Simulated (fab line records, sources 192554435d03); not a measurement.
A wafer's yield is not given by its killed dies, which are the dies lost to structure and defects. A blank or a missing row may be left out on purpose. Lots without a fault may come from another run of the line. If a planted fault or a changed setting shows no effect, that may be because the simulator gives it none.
A single fault, viewed from 2 desks + flow n5-finfet + every desk sees just its own numbers, and what lay behind them comes last

## AT THE TOOL OWNER'S DESK: rie-diel-02
The tool's own readings at N5_BEOL_M3_ETCH_70 (etches SOC in N2/H2, target depth 80 nm, overetch 16 nm, time 120 s): means of the sampled wafers that have a number, for each lot that ran on this tool. A lot is out of limits, marked OUT, if its mean lies more than 4 standard deviations from the usual mean; the brackets give that distance.
Columns: A = drypump-motor-current-A at N5_BEOL_M3_ETCH_70, usual 6.1 A; B = oes-product-au at N5_BEOL_M3_ETCH_70, usual 0.59 a.u.; C = rf-vpp-V at N5_BEOL_M3_ETCH_70, usual 523 V; D = run-length-s at N5_BEOL_M3_ETCH_70, usual 143.2 s; E = showerhead-plenum-p-Torr at N5_BEOL_M3_ETCH_70, usual 2.51 Torr; F = temp-c at N5_BEOL_M3_ETCH_70, usual 40.01 C; G = throttle-valve-pct at N5_BEOL_M3_ETCH_70, usual 17.9 %
| lot  | first seen here | A   | B    | C   | D               | E    | F     | G    |
|------|-----------------|-----|------|-----|-----------------|------|-------|------|
| L364 | day 8 07:54     | 6.7 | 0.65 | 522 | 143.4           | 2.47 | 40.10 | 17.7 |
| L365 | day 8 17:13     | 6.1 | 0.58 | 522 | 142.9           | 2.48 | 39.95 | 18.0 |
| L376 | day 11 19:11    | 6.5 | 0.57 | 524 | 159.8 (+32) OUT | 2.55 | 40.30 | 17.9 |
| L375 | day 11 20:22    | 6.4 | 0.62 | 528 | 154.3 (+22) OUT | 2.67 | 40.07 | 17.5 |
| L380 | day 12 09:29    | 6.5 | 0.55 | 519 | 154.6 (+22) OUT | 2.37 | 40.07 | 18.0 |
This desk's finding: out of limits on L375, L376, L380; first on L376, day 11 19:11 (run-length-s at N5_BEOL_M3_ETCH_70). L364, L365: within limits.

## FROM THE METROLOGY DESK
Means of the sampled wafers that have a number, per lot and without regard to the tool the lot ran on: this is what the gauges read. A lot is out of limits, marked OUT, if its mean lies more than 4 standard deviations from the usual mean; the brackets give that distance. It has 11 readings; the 7 that lie furthest out on some lot are the ones shown.
Columns: A = cd-nm at N5_BEOL_M3_CD_MEAS_18, usual 17.86 nm; B = DIBL_N at N5_BEOL_M4_RC_MEAS_101, usual 36.4 mV/V; C = DIBL_P at N5_BEOL_M4_RC_MEAS_101, usual 35.8 mV/V; D = IOFF_N at N5_BEOL_M4_RC_MEAS_101, usual 0.158 nA/um; E = ION_P at N5_BEOL_M4_RC_MEAS_101, usual 465 uA/um; F = VT_N at N5_BEOL_M4_RC_MEAS_101, usual 249.8 mV; G = VT_P at N5_BEOL_M4_RC_MEAS_101, usual -250 mV
| lot  | first seen here | A     | B    | C    | D     | E   | F     | G    |
|------|-----------------|-------|------|------|-------|-----|-------|------|
| L364 | day 8 01:51     | 17.82 | 37.0 | 35.8 | 0.171 | 483 | 246.5 | -246 |
| L366 | day 8 08:16     | 17.95 | 37.9 | 38.6 | 0.185 | 469 | 247.2 | -252 |
| L365 | day 8 08:44     | 18.07 | 36.8 | 37.3 | 0.152 | 445 | 251.6 | -255 |
| L376 | day 11 04:20    | 17.91 | 36.3 | 35.7 | 0.179 | 462 | 246.2 | -252 |
| L375 | day 11 05:02    | 18.03 | 36.2 | 36.1 | 0.151 | 456 | 250.9 | -253 |
| L380 | day 12 07:19    | 17.77 | 35.0 | 33.5 | 0.138 | 459 | 250.5 | -249 |
| L383 | day 12 19:20    | 17.69 | 36.5 | 36.5 | 0.155 | 470 | 250.5 | -250 |
| L384 | day 13 05:35    | 18.33 | 36.5 | 37.3 | 0.152 | 461 | 251.1 | -249 |
| L385 | day 13 16:10    | 18.06 | 31.8 | 31.8 | 0.109 | 460 | 254.5 | -253 |
This desk's finding: nothing out of limits on any of the 9 lots.

## ALL TOGETHER
The tool owner's desk had the chance to raise an alarm at day 11 19:11 on L375, L376, L380.
At the metrology desk, nothing out of limits was observed.
The metrology desk has L375, L376, L380 on record, within its limits.
The lots listed all ran N5_BEOL_M3_ETCH_70 on rie-diel-02.

## WHAT WAS PUT IN BY THE SIMULATOR
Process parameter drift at N5_BEOL_M3_ETCH_70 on rie-diel-02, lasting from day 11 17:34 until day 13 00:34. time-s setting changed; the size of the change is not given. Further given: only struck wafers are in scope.
Struck lots among those shown: L375, L376, L380.
Hours from the fault's start to each desk's first reading out of limits: the tool owner's desk, 2.
